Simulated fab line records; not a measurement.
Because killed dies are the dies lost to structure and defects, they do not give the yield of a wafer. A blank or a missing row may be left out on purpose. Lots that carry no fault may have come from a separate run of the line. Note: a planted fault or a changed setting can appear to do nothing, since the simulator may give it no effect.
Which of the tools did it? + flow n5Finfet + 11 lots, 32 wafers sampled, at 4 steps of a route of 1938

WHAT EACH GAUGE READ, for each wafer
N5_BEOL_M4_INSPECT_59: inspects for defects (darkfield).
| lot  | measured     | on               | rawDefectCount |
|------|--------------|------------------|----------------|
| L231 | day 8 11:39  | defectInspect-01 | 75 102         |
| L232 | day 8 20:34  | defectInspect-01 | 61 58 54       |
| L234 | day 9 02:59  | defectInspect-01 | 39 45 86       |
| L236 | day 9 14:18  | defectInspect-01 | 66 86 53       |
| L238 | day 10 04:55 | defectInspect-01 | 113 95 71      |
| L242 | day 11 00:08 | defectInspect-02 | 55 54 73       |
| L245 | day 12 08:13 | defectInspect-01 | 39 57 53       |
| L248 | day 12 15:14 | defectInspect-01 | 104 84 160     |
| L250 | day 12 16:50 | defectInspect-01 | 65 72 104      |
| L252 | day 13 11:59 | defectInspect-01 | 72 98 99       |
| L254 | day 13 21:54 | defectInspect-02 | 85 100 41      |

WHAT TOOL EACH LOT RAN ON (gives the tool, then ch and the chambers of the sampled wafers, and finally the start)
| lot  | N5_SD_EPI_P_VAPOR_ETCH_44     | N5_BEOL_M4_ANNEAL_82        | N5_BEOL_M4_ANNEAL_93        |
|------|-------------------------------|-----------------------------|-----------------------------|
| L231 | epiRpcvd-04 ch 0, day 3 05:32 | pvdSputter-02, day 8 09:18  | pvdSputter-02, day 8 10:11  |
| L232 | epiRpcvd-03 ch 0, day 3 12:31 | pvdSputter-01, day 8 18:14  | pvdSputter-01, day 8 19:07  |
| L234 | epiRpcvd-04 ch 0, day 4 00:37 | pvdSputter-02, day 9 00:40  | pvdSputter-02, day 9 01:33  |
| L236 | epiRpcvd-03 ch 0, day 4 12:52 | pvdSputter-03, day 9 11:39  | pvdSputter-03, day 9 12:32  |
| L238 | epiRpcvd-01 ch 0, day 5 01:51 | pvdSputter-01, day 10 02:35 | pvdSputter-01, day 10 03:28 |
| L242 | epiRpcvd-01 ch 0, day 6 06:52 | pvdSputter-03, day 10 21:44 | pvdSputter-03, day 10 22:37 |
| L245 | epiRpcvd-01 ch 0, day 6 21:29 | pvdSputter-01, day 12 05:41 | pvdSputter-01, day 12 06:34 |
| L248 | epiRpcvd-01 ch 0, day 7 13:43 | pvdSputter-01, day 12 12:55 | pvdSputter-01, day 12 13:48 |
| L250 | epiRpcvd-04 ch 0, day 8 02:03 | pvdSputter-02, day 12 14:31 | pvdSputter-02, day 12 15:23 |
| L252 | epiRpcvd-04 ch 0, day 8 13:43 | pvdSputter-01, day 13 09:28 | pvdSputter-01, day 13 10:21 |
| L254 | epiRpcvd-03 ch 0, day 9 03:56 | pvdSputter-03, day 13 19:35 | pvdSputter-03, day 13 20:28 |
- N5_SD_EPI_P_VAPOR_ETCH_44: etches SiGe30 in NF3/Ar, time 3.3 s.
- N5_BEOL_M4_ANNEAL_82: time 240 s.
- N5_BEOL_M4_ANNEAL_93: time 240 s.

THE ANSWER, worked out from the rows above alone
Rule: the lots themselves supply what counts as usual. Put in order of their means at a reading, lots are off if they are a third of the lots or fewer, leave a main group of 4 or more, and stand apart from it by a gap of 3 or more times the standard deviation of the main group's means; of several such gaps the widest counts. Not used: any main group whose means are identical at the precision the tables above print for the reading. Also off: a lot with no number at a reading for which 4 or more lots have one. Any other lot the step has rows for is counted as sound.
None of the lots is off at any reading shown; this tells nothing.

WHAT HAD BEEN PUT IN BY THE SIMULATOR
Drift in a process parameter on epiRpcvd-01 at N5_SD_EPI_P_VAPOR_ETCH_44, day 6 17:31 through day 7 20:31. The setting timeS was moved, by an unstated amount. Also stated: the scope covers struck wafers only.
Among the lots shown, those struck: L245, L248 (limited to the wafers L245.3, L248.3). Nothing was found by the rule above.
